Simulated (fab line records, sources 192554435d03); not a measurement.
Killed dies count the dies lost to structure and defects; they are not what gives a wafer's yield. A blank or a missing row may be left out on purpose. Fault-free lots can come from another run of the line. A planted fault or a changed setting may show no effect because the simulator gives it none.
fab line records | flow n5Finfet
record: lots: 6 wafers: 17 lastDay: 19
route steps=1938 shown GATE_CUT@488 BEOL_M4@1111 PASSIVATION@1936
lots with no fault: from the same line, run without faults
startH: start of the lot's first displayed wafer, in hours after the record's first day | waitH: hours since the lot's step before | " repeats the value in the row above | L1.1+2: one row covering several wafers at once | - no value present, or no start provided | * or withheld: withheld | < > ~ a bound
route shown NAME@n: a module of which the file shows steps, and the number in the route of the first | usual: mean and standard deviation over wafers with no fault | same: alike in all rows | chamber/n: place in a boat | sites: the reading at each site | _std_site: how widely they spread, as a standard deviation | _edge_site: the outer-site mean with the inner-site mean subtracted | radiusMm: how far each site lies from the wafer's centre | mask NAME#n: copy n | behind: the last tool/chamber to shape the wafer | hold: why the lot went on hold/how many hours it stayed there/how the hold came to an end | device: which transistor (n, p or np) failed to switch | end of line: the route-end tests of the same wafers | for a step that has no rows: nothing shown but its recipe | killed: not the wafer's yield, but the dies lost to structure and defects at the first sort | map: shows each die of a wafer: x if killed, . if not, _ if none is there
set.NAME: the setting as run; set.NAME@STEP: as run at that earlier step | model.NAME: the simulator's own value behind a step, which no gauge read
lots at selected steps of the route; one table per step, one row per wafer
services: a tool's chamber out of use, with start hour (startH, from the record's first day; less than 0 if before it), hours out, and reason
== steps ==
step: N5_GATE_CUT_OVL_MEAS_14
recipe: pointsPerWafer: 522
usual: GATE_CUT_OVL: -0.2/0.81
columns lot.wafer tool chamber startH waitH GATE_CUT_OVL[nm]
L575.2 overlay-01 0 93.15 0.0 -1.3
L575.3 " 0 " " -1.3
L575.6 " 0 " " -1.2
L581.3 overlay-02 0 133.08 0.0 0.0
L581.4 " 0 " " -0.2
L581.5 " 0 " " 0.2
L584.2 overlay-01 0 150.66 0.0 0.5
L584.4 " 0 " " 0.0
L584.6 " 0 " " 0.0
L586.1 overlay-01 0 161.01 0.0 0.0
L586.2 " 0 " " 0.7
L586.4 " 0 " " 0.0
L590.3 overlay-01 0 181.53 0.0 -0.5
L590.4 " 0 " " 0.4
L592.1 overlay-01 0 191.19 0.0 -1.6
L592.2 " 0 " " -1.6
L592.4 " 0 " " -1.4
step: N5_GATE_CUT_INSPECT_15
recipe: mode: adi inspectInstrument: brightfield
usual: rawDefectCount: 122/33
columns lot.wafer tool chamber startH waitH rawDefectCount
L575.2 defectInspect-02 - 93.20 0.0 122
L575.3 " - " " 146
L575.6 " - " " 158
L581.3 defectInspect-01 - 133.13 0.0 125
L581.4 " - " " 107
L581.5 " - " " 75
L584.2 defectInspect-01 - 150.71 0.0 112
L584.4 " - " " 50
L584.6 " - " " 97
L586.1 defectInspect-01 - 161.07 0.1 97
L586.2 " - " " 106
L586.4 " - " " 90
L590.3 defectInspect-02 - 181.58 0.0 100
L590.4 " - " " 98
L592.1 defectInspect-01 - 191.25 0.1 170
L592.2 " - " " 95
L592.4 " - " " 109
step: N5_GATE_CUT_DESCUM_18
recipe: chemistry: O2 timeS: 7 sourcePowerW: 50 biasPowerW: 20 pressureMtorr: 20 rfFrequencyHz: 2.712e+07 tempC: 40 resist: CAR-EUV o2FlowSccm: 225
usual: chamberPressureMTorr: 20.001/0.017 drypumpMotorCurrentA: 5.7/0.39 o2FlowSccm: 225.1/0.66 oesProductAu: 0.75/0.069 rfFwdPowerW: 49.37/0.2 rfVppV: 243.0/1.4 showerheadPlenumPTorr: 2.08/0.08 throttleValvePct: 20.4/0.34
columns lot.wafer tool chamber startH waitH chamberPressureMTorr drypumpMotorCurrentA o2FlowSccm oesProductAu rfFwdPowerW rfHoursCounterH rfVppV showerheadPlenumPTorr throttleValvePct
L575.2 rieDiel-03 1 93.39 0.2 19.985 5.9 225.4 0.74 49.40 190 243.3 2.16 20.3
L575.3 " 3 " " 20.013 6.5 225.0 0.76 49.36 105 243.4 2.12 20.3
L575.6 " 3 " " 19.997 6.5 224.4 0.77 49.27 - 241.5 2.12 20.3
L581.3 rieDiel-02 3 133.16 0.0 20.009 5.4 225.1 0.89 49.06 18 244.0 2.24 20.1
L581.4 " 2 " " 19.995 5.8 225.8 0.72 49.28 168 242.0 2.00 20.6
L581.5 " 1 " " 19.991 4.8 224.9 0.78 49.36 - 243.7 2.13 20.9
L584.2 rieDiel-03 3 150.74 0.0 20.012 6.5 225.1 0.76 49.31 118 243.5 2.11 20.3
L584.4 " 1 " " 20.015 5.9 225.0 0.73 49.47 202 244.3 2.16 20.4
L584.6 " 0 " " 19.970 5.2 225.4 0.68 49.38 - 242.8 2.05 20.7
L586.1 rieDiel-06 3 161.10 0.0 19.995 5.3 225.3 0.66 49.22 247 241.1 1.95 20.7
L586.2 " 1 " " 19.997 5.6 225.8 0.78 49.09 124 243.8 2.03 20.9
L586.4 " 3 " " 19.985 5.4 224.5 0.67 48.95 - 242.4 1.95 20.7
L590.3 rieDiel-03 3 181.61 0.0 19.993 6.4 225.9 0.74 49.25 129 243.1 2.11 20.4
L590.4 " 0 " " 20.001 5.2 225.6 0.66 49.58 243 242.6 2.05 20.7
L592.1 rieDiel-03 1 191.28 0.0 20.014 5.9 225.0 0.72 49.39 218 242.8 2.15 20.4
L592.2 " 2 " " 19.976 6.0 224.8 0.72 49.54 191 240.9 1.99 20.1
L592.4 " 0 " " 20.004 5.3 225.5 0.67 49.57 247 241.7 2.04 20.7
step: N5_GATE_CUT_ETCH_28
recipe: chemistry: N2/H2 target: underlayer targetDepthA: 130 maskMaterial: CAR-EUV timeS: 10.4 ionEnergyEv: 200 pressureMtorr: 30 sourceW: 840 biasW: 150 n2FlowSccm: 200 h2FlowSccm: 200 ends: cleared
step: N5_GATE_CUT_ETCH_36
recipe: chemistry: CF4 target: SiARC targetDepthA: 130 maskMaterial: CAR-EUV timeS: 21.7 ionEnergyEv: 80 pressureMtorr: 40 sourceW: 545 biasW: 36 Ar_flow_sccm: 100 cf4FlowSccm: 100 ends: cleared
usual: chamberPressureMTorr: 40.01/0.035 drypumpMotorCurrentA: 5.7/0.39 etchRfOnTimeS: 21.7/0.57 oesProductAu: 0.65/0.058 rfFwdPowerW: 531.7/1.9 rfVppV: 184.0/1.2 showerheadPlenumPTorr: 2.14/0.075 throttleValvePct: 15.7/0.33
columns lot.wafer tool chamber startH waitH chamberPressureMTorr drypumpMotorCurrentA etchRfOnTimeS oesProductAu rfFwdPowerW rfHoursCounterH rfVppV showerheadPlenumPTorr throttleValvePct
L575.2 rieDiel-03 1 93.44 0.0 39.97 5.9 20.9 0.65 532.8 190 184.6 2.20 15.5
L575.3 " 3 " " 40.03 6.5 22.4 0.66 531.3 105 184.5 2.18 15.6
L575.6 " 3 " " 39.94 6.5 22.4 0.66 529.6 - 184.8 2.18 15.6
L581.3 rieDiel-02 3 133.21 0.0 40.02 5.4 21.6 0.76 533.2 18 184.7 2.28 15.2
L581.4 " 2 " " 39.97 5.8 22.7 0.60 532.0 168 182.8 2.06 16.0
L581.5 " 1 " " 39.94 4.8 21.5 0.67 530.5 - 183.9 2.17 15.9
L584.2 rieDiel-03 3 150.80 0.0 40.06 6.4 22.7 0.64 531.3 118 185.9 2.18 15.6
L584.4 " 1 " " 40.04 5.9 21.1 0.63 534.6 202 184.2 2.20 15.5
L584.6 " 0 " " 40.03 5.2 21.3 0.59 528.6 - 184.4 2.12 16.0
L586.1 rieDiel-06 3 161.15 0.0 39.99 5.4 21.6 0.58 530.3 247 182.9 2.04 16.2
L586.2 " 1 " " 39.97 5.6 21.8 0.67 530.6 124 182.7 2.08 16.1
L586.4 " 3 " " 39.99 5.3 21.7 0.58 533.3 - 184.3 2.04 16.2
L590.3 rieDiel-03 3 181.66 0.0 39.99 6.4 22.4 0.64 530.0 129 182.9 2.17 15.7
L590.4 " 0 " " 40.01 5.2 21.2 0.58 531.7 243 184.3 2.12 16.1
L592.1 rieDiel-03 1 191.33 0.0 39.99 5.9 21.1 0.63 531.4 218 185.1 2.19 15.6
L592.2 " 2 " " 40.01 5.9 21.1 0.62 528.6 191 184.2 2.03 15.3
L592.4 " 0 " " 40.02 5.3 21.5 0.58 529.7 247 183.5 2.12 16.1
step: N5_GATE_CUT_ETCH_37
recipe: chemistry: N2/H2 target: SOC targetDepthA: 600 overetchA: 120 maskMaterial: SiARC tempC: 40 timeS: 90 ionEnergyEv: 200 pressureMtorr: 30 sourceW: 840 biasW: 150 n2FlowSccm: 200 h2FlowSccm: 200
usual: chamberPressureMTorr: 29.999/0.029 drypumpMotorCurrentA: 5.7/0.39 oesProductAu: 0.68/0.059 rfFwdPowerW: 834.5/2.8 rfVppV: 523.5/2.6 showerheadPlenumPTorr: 2.52/0.096 throttleValvePct: 17.8/0.32
columns lot.wafer tool chamber startH waitH chamberPressureMTorr drypumpMotorCurrentA oesProductAu rfFwdPowerW rfHoursCounterH rfVppV showerheadPlenumPTorr throttleValvePct
L575.2 rieDiel-03 1 93.47 0.0 30.074 5.9 0.66 830.6 190 527.4 2.63 17.8
L575.3 " 3 " " 29.950 6.5 0.70 831.5 105 524.6 2.55 17.6
L575.6 " 3 " " 29.991 6.5 0.70 833.3 - 525.5 2.55 17.6
L581.3 rieDiel-02 3 133.24 0.0 30.000 5.4 0.81 834.1 18 529.0 2.70 17.5
L581.4 " 2 " " 29.986 5.9 0.65 829.5 168 520.8 2.45 18.1
L581.5 " 1 " " 29.998 4.8 0.70 833.1 - 523.9 2.54 18.0
L584.2 rieDiel-03 3 150.82 0.0 30.031 6.5 0.69 840.6 118 524.2 2.54 17.6
L584.4 " 1 " " 29.983 5.9 0.65 835.1 202 526.1 2.63 17.8
L584.6 " 0 " " 30.007 5.3 0.61 834.4 - 523.3 2.50 18.1
L586.1 rieDiel-06 3 161.18 0.0 29.984 5.4 0.60 838.5 247 520.5 2.41 18.5
L586.2 " 1 " " 29.992 5.7 0.70 829.7 124 521.0 2.42 18.0
L586.4 " 3 " " 29.956 5.4 0.60 834.5 - 520.8 2.41 18.5
L590.3 rieDiel-03 3 181.69 0.0 30.012 6.5 0.69 836.0 129 524.2 2.54 17.6
L590.4 " 0 " " 29.980 5.2 0.60 833.6 243 522.0 2.49 18.1
L592.1 rieDiel-03 1 191.36 0.0 29.970 5.9 0.64 836.5 218 524.6 2.62 17.8
L592.2 " 2 " " 30.052 6.0 0.64 835.0 191 520.0 2.42 17.6
L592.4 " 0 " " 29.964 5.2 0.60 830.8 247 522.7 2.49 18.1
step: N5_GATE_CUT_STRIP_38
recipe: chemistry: N2/H2 tempC: 40 n2FlowSccm: 200 h2FlowSccm: 200 rfFrequencyHz: 6e+07
step: N5_GATE_CUT_STRIP_39
recipe: chemistry: N2/H2 tempC: 40 n2FlowSccm: 200 h2FlowSccm: 200 rfFrequencyHz: 6e+07
step: N5_GATE_CUT_HM_OPEN_40
recipe: chemistry: C4F6/O2 target: SiO2 maskMaterial: SiARC targetDepthA: 1390 timeS: 85.1 ionEnergyEv: 250 pressureMtorr: 30 sourceW: 345 biasW: 185 Ar_flow_sccm: 300 C4F6_flow_sccm: 10 O2_flow_sccm: 10 ends: cleared
usual: chamberPressureMTorr: 29.998/0.025 drypumpMotorCurrentA: 5.7/0.39 etchRfOnTimeS: 94.2/2.3 oesProductAu: 0.68/0.061 rfFwdPowerW: 342.3/1.1 rfVppV: 665/18 showerheadPlenumPTorr: 2.85/0.1 throttleValvePct: 21.1/0.37
columns lot.wafer tool chamber startH waitH chamberPressureMTorr drypumpMotorCurrentA etchRfOnTimeS oesProductAu rfFwdPowerW rfHoursCounterH rfVppV showerheadPlenumPTorr throttleValvePct
L575.2 rieDiel-03 1 93.55 0.0 30.018 5.9 92.3 0.67 343.5 190 673 2.94 20.8
L575.3 " 3 " " 29.982 6.5 95.3 0.69 341.9 105 673 2.91 21.0
L575.6 " 3 " " 30.014 6.5 95.8 0.70 342.8 - 672 2.91 21.0
L581.3 rieDiel-02 3 133.32 0.0 29.949 5.4 92.3 0.81 342.5 18 667 3.02 20.6
L581.4 " 2 " " 29.994 5.8 98.6 0.65 340.7 168 690 2.74 21.2
L581.5 " 1 " " 29.965 4.8 94.2 0.70 342.8 - 651 2.90 21.4
L584.2 rieDiel-03 3 150.91 0.0 29.992 6.5 99.0 0.68 343.4 118 672 2.90 21.0
L584.4 " 1 " " 30.059 5.9 95.6 0.66 341.5 202 672 2.93 20.9
L584.6 " 0 " " 29.956 5.2 97.7 0.61 340.4 - 619 2.80 21.3
L586.1 rieDiel-06 3 161.26 0.0 30.026 5.4 92.7 0.61 341.1 247 682 2.71 21.5
L586.2 " 1 " " 30.039 5.6 92.5 0.71 342.7 124 662 2.79 21.6
L586.4 " 3 " " 29.983 5.4 94.1 0.61 342.1 - 681 2.71 21.5
L590.3 rieDiel-03 3 181.77 0.0 29.983 6.5 96.1 0.67 342.2 129 672 2.90 21.0
L590.4 " 0 " " 30.009 5.2 96.3 0.61 342.5 243 620 2.80 21.2
L592.1 rieDiel-03 1 191.44 0.0 29.981 5.9 92.3 0.66 341.4 218 674 2.92 20.9
L592.2 " 2 " " 30.006 6.0 91.4 0.65 343.6 191 664 2.71 20.5
L592.4 " 0 " " 29.967 5.3 95.2 0.60 341.0 247 620 2.80 21.3
step: N5_GATE_CUT_STRIP_41
recipe: chemistry: CF4 resist: SiARC powerW: 300 biasPowerW: 75 pressureMtorr: 50 cf4FlowSccm: 150 rfFrequencyHz: 6e+07
step: N5_GATE_CUT_STRIP_42
recipe: chemistry: O2 powerW: 400 tempC: 40 pressureMtorr: 30 rfFrequencyHz: 6e+07 biasPowerW: 0 overashFraction: 0.3 o2FlowSccm: 225
step: N5_GATE_CUT_ETCH_19
recipe: chemistry: CH3F/O2 target: SiNx maskMaterial: SiO2 targetDepthA: 537 timeS: 76.7 pressureMtorr: 30 sourceW: 395 biasW: 73 Ar_flow_sccm: 150 CH3F_flow_sccm: 30 O2_flow_sccm: 20 ionEnergyEv: 120 ends: cleared
usual: chamberPressureMTorr: 30.000/0.029 drypumpMotorCurrentA: 5.7/0.39 etchRfOnTimeS: 77.1/1.5 oesProductAu: 0.64/0.058 rfFwdPowerW: 390.9/1.3 rfVppV: 297/7.8 showerheadPlenumPTorr: 2.00/0.074 throttleValvePct: 16.5/0.33
columns lot.wafer tool chamber startH waitH chamberPressureMTorr drypumpMotorCurrentA etchRfOnTimeS oesProductAu rfFwdPowerW rfHoursCounterH rfVppV showerheadPlenumPTorr throttleValvePct
L575.2 rieDiel-03 1 93.67 0.0 29.977 5.9 75.1 0.64 391.0 190 301 2.07 16.3
L575.3 " 3 " " 29.976 6.4 79.2 0.66 389.5 105 301 2.04 16.4
L575.6 " 3 " " 29.983 6.4 79.1 0.66 390.0 - 299 2.04 16.4
L581.3 rieDiel-02 3 133.45 0.0 29.982 5.4 76.7 0.77 391.9 18 299 2.13 15.9
L581.4 " 2 " " 30.016 5.8 78.7 0.61 389.9 168 306 1.92 16.7
L581.5 " 1 " " 30.034 4.8 76.8 0.67 391.1 - 291 2.04 16.7
L584.2 rieDiel-03 3 151.03 0.0 30.016 6.5 79.1 0.65 391.2 118 299 2.04 16.4
L584.4 " 1 " " 30.053 5.9 74.9 0.64 389.9 202 300 2.06 16.3
L584.6 " 0 " " 30.017 5.3 77.9 0.58 389.7 - 279 1.97 16.7
L586.1 rieDiel-06 3 161.38 0.0 30.055 5.4 76.9 0.58 389.8 247 305 1.89 16.9
L586.2 " 1 " " 30.020 5.6 76.7 0.68 391.4 124 294 1.95 16.9
L586.4 " 3 " " 29.964 5.4 77.4 0.58 390.6 - 302 1.90 16.9
L590.3 rieDiel-03 3 181.90 0.0 29.971 6.5 79.4 0.64 390.4 129 299 2.03 16.4
L590.4 " 0 " " 30.026 5.2 77.5 0.58 391.4 243 278 1.96 16.7
L592.1 rieDiel-03 1 191.57 0.0 29.963 5.9 75.3 0.62 389.6 218 301 2.06 16.4
L592.2 " 2 " " 30.005 6.0 75.1 0.61 391.9 191 297 1.90 16.1
L592.4 " 0 " " 30.007 5.2 78.5 0.56 390.3 247 278 1.96 16.7
step: N5_GATE_CUT_CUT_ETCH_53
recipe: chemistry: SF6/Cl2 target: W maskMaterial: SiO2 targetDepthA: 792 pressureMtorr: 8 icpW: 900 biasW: 80 SF6_flow_sccm: 40 Cl2_flow_sccm: 60 ends: cleared
usual: SF6_flow_sccm: 40.00/0.14 chamberPressureMTorr: 8.001/0.0074 drypumpMotorCurrentA: 6.0/0.45 etchRfOnTimeS: 26.1/0.61 oesProductAu: 0.67/0.061 rfFwdPowerW: 879/3.4 throttleValvePct: 28.8/0.31
columns lot.wafer tool chamber startH waitH SF6_flow_sccm chamberPressureMTorr drypumpMotorCurrentA etchRfOnTimeS oesProductAu rfFwdPowerW rfHoursCounterH throttleValvePct
L575.2 rieMetal-03 0 93.78 0.1 40.09 7.995 5.7 26.3 0.74 879 29 28.8
L575.3 " 1 " " 39.89 8.002 6.6 25.5 0.59 873 - 29.2
L575.6 " 1 " " 40.01 7.997 6.5 25.5 0.59 874 - 29.1
L581.3 rieMetal-02 1 133.57 0.1 40.15 8.004 5.4 26.6 0.63 873 - 29.1
L581.4 " 0 " " 39.97 8.001 5.4 25.9 0.73 883 - 28.7
L581.5 " 0 " " 39.96 8.004 5.4 25.9 0.73 879 - 28.7
L584.2 rieMetal-02 0 151.15 0.1 40.16 8.001 5.4 25.8 0.73 879 34 28.7
L584.4 " 0 " " 40.12 7.994 5.4 25.6 0.74 882 - 28.7
L584.6 " 1 " " 39.97 8.006 5.5 33.2 0.55 666 - 29.1
L586.1 rieMetal-02 0 161.49 0.1 40.01 8.007 5.4 26.1 0.71 883 35 28.7
L586.2 " 1 " " 39.97 8.012 5.4 33.9 0.54 665 87 29.0
L586.4 " 1 " " 39.97 7.991 5.4 33.9 0.55 669 - 29.0
L590.3 rieMetal-03 0 182.02 0.1 40.06 7.995 5.7 26.9 0.71 877 - 28.8
L590.4 " 1 " " 39.91 8.007 6.5 25.8 0.57 883 - 29.2
L592.1 rieMetal-03 1 191.67 0.1 40.17 8.011 6.6 25.8 0.57 879 114 29.2
L592.2 " 0 " " 39.83 8.001 5.7 27.0 0.72 878 36 28.8
L592.4 " 1 " " 40.16 7.989 6.5 25.7 0.57 873 - 29.2
step: N5_GATE_CUT_CUT_ETCH_54
recipe: chemistry: Cl2/BCl3 target: TiN maskMaterial: SiO2 targetDepthA: 967 pressureMtorr: 10 icpW: 1000 biasW: 126 Cl2_flow_sccm: 53.25 bcl3FlowSccm: 21.75 Ar_flow_sccm: 25 ends: cleared
step: N5_BEOL_M4_RC_MEAS_101
usual: DIBL_N: 37.7/2 DIBL_P: 37.7/2.3 IOFF_N: 0.18/0.039 IOFF_P: 0.23/0.042 ION_N: 681/12 ION_P: 463/8 SS_N: 71.9/0.68 SS_P: 73.6/0.71 VT_N: 248/3.2 VT_P: -249/3.1
columns lot.wafer tool chamber startH waitH DIBL_N[mV/V] DIBL_P[mV/V] IOFF_N[nA/um] IOFF_P[nA/um] ION_N[uA/um] ION_P[uA/um] SS_N[mV/dec] SS_P[mV/dec] VT_N[mV] VT_P[mV]
L575.2 prober-01 0 274.08 0.2 36.4 34.7 0.17 0.20 700 469 71.9 72.9 246 -253
L575.3 " 0 " " 37.5 35.6 0.19 0.20 681 456 71.8 73.0 245 -250
L575.6 " 0 " " 35.1 33.7 0.15 0.19 683 466 71.0 72.4 248 -251
L581.3 prober-01 0 298.88 0.3 39.3 38.7 0.21 0.23 677 460 72.5 73.9 244 -252
L581.4 " 0 " " 37.5 38.0 0.18 0.21 678 464 72.2 73.0 248 -252
L581.5 " 0 " " 41.3 42.4 0.25 0.28 678 454 73.0 74.6 245 -249
L584.2 prober-02 0 323.25 0.2 37.2 38.4 0.23 0.23 688 460 72.1 73.7 244 -251
L584.4 " 0 " " 32.6 33.4 0.13 0.17 686 460 70.9 72.3 247 -251
L584.6 " 0 " " 36.5 37.8 0.20 0.22 686 462 72.0 73.3 246 -248
L586.1 prober-02 0 326.75 0.0 40.5 39.8 0.26 0.26 702 466 72.6 74.1 241 -245
L586.2 " 0 " " 38.0 37.5 0.19 0.22 694 467 72.0 73.7 247 -250
L586.4 " 0 " " 37.8 36.4 0.18 0.21 664 454 72.2 74.0 250 -254
L590.3 prober-02 0 358.40 0.3 40.2 41.9 0.23 0.27 682 461 72.8 74.6 246 -249
L590.4 " 0 " " 37.7 39.5 0.18 0.22 686 462 71.9 73.5 245 -251
L592.1 prober-01 0 360.05 0.0 40.2 38.8 0.22 0.27 684 466 72.6 73.9 245 -247
L592.2 " 0 " " 35.7 34.9 0.13 0.18 664 460 70.7 73.0 250 -253
L592.4 " 0 " " 39.5 38.7 0.21 0.25 688 471 71.4 73.8 247 -246
step: N5_PASSIVATION_PROBE_49
usual: defectLimitedYield: 91.1/1.4 killed_at_M0_to_M3: 34/9.6 killed_at_M4_up: 15/5.3 killedAtContacts: 12/6.1 killedAtFrontEnd: 40/11 killedAtOther: 3.5/2.8 killedDies: 105/17 killedOpen: 70/12 killedShort: 34/7.7 sort_bin_5_function: 5.2/0.97 sort_bin_6_memory: 3.4/0.62 sortNPass: 1075/17 sortYieldPct: 91.1/1.4
same: grossDies: 1180 killedAtBackSide: 0 sort_bin_4_leakage[%]: 0 sort_bin_8_speed[%]: 0
columns lot.wafer tool chamber startH waitH defectLimitedYield[%] killed_at_M0_to_M3 killed_at_M4_up killedAtContacts killedAtFrontEnd killedAtOther killedDies killedOpen killedShort sort_bin_5_function[%] sort_bin_6_memory[%] sortNPass sortYieldPct[%]
L590.3 prober-01 - 457.03 0.1 92.1 30 21 10 26 6 93 53 40 4.5 2.9 1087 92.1
L592.4 prober-01 - 460.39 0.2 92.8 44 10 12 17 2 85 67 18 4.5 2.6 1095 92.8
killed by level:class
L590.3 FIN_SAQP:geometricParticle:short=9 BEOL_M0_SAQP:geometricParticle:open=9 MOL_CONTACT_COAG:geometricParticle:open=8 BEOL_M2:geometricParticle:open=7 BEOL_M4:geometricParticle:open=7 BEOL_M4:geometricParticle:short=6 BEOL_M0_SAQP:geometricParticle:short=5 BEOL_M2:geometricParticle:short=3
L592.4 BEOL_M2:geometricParticle:open=12 MOL_CONTACT_COAG:geometricParticle:open=10 BEOL_M0:geometricParticle:open=9 BEOL_M0_SAQP:geometricParticle:short=6 BEOL_M0_SAQP:geometricParticle:open=5 BEOL_M4:geometricParticle:open=5 STARTING-WAFER:geometricParticle:open=5 DUMMY_GATE:geometricParticle:open=4
== services ==
columns tool chamber startH hours kind
rieDiel-02 1 82.56 4.2 repair
rieDiel-06 - 82.88 0.7 repair
rieDiel-03 2 118.77 6.3 repair
rieMetal-03 - 140.36 2.8 pm
rieDiel-06 0 152.53 - clean
rieDiel-06 0 152.53 - consumableReplace:focusRing
rieDiel-06 0 152.53 21.1 scheduledDown
rieDiel-06 0 152.53 21.1 ventCycle
rieMetal-02 1 166.21 4.4 repair
rieDiel-06 3 179.10 4.1 repair
rieDiel-06 3 183.24 - clean
rieDiel-06 3 183.24 - consumableReplace:focusRing
rieDiel-06 3 183.24 - consumableReplace:showerhead
rieDiel-06 3 183.24 21.2 scheduledDown
rieDiel-06 3 183.24 21.2 ventCycle
== key ==
firstSign: step: N5_GATE_CUT_CUT_ETCH_53 reading: rfFwdPowerW direction: down sigmas: 62 usual: * struck: *
effect: step: N5_GATE_CUT_CUT_ETCH_53 reading: etchRfOnTimeS direction: up sigmas: 12 usual: * struck: *
metAt N5_GATE_CUT_CUT_ETCH_53
struckWafers L584.6,L586.2,L586.4
onsetBetween 133.57 151.15
fault: kind: processParameterDrift tool: rieMetal-02 chamber: 1 onsetH: 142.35 steps: N5_GATE_CUT_CUT_ETCH_53 channel: icpW offset: -216 shape: step endH: 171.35 actsIn: theseRecipesOnly stated: 900
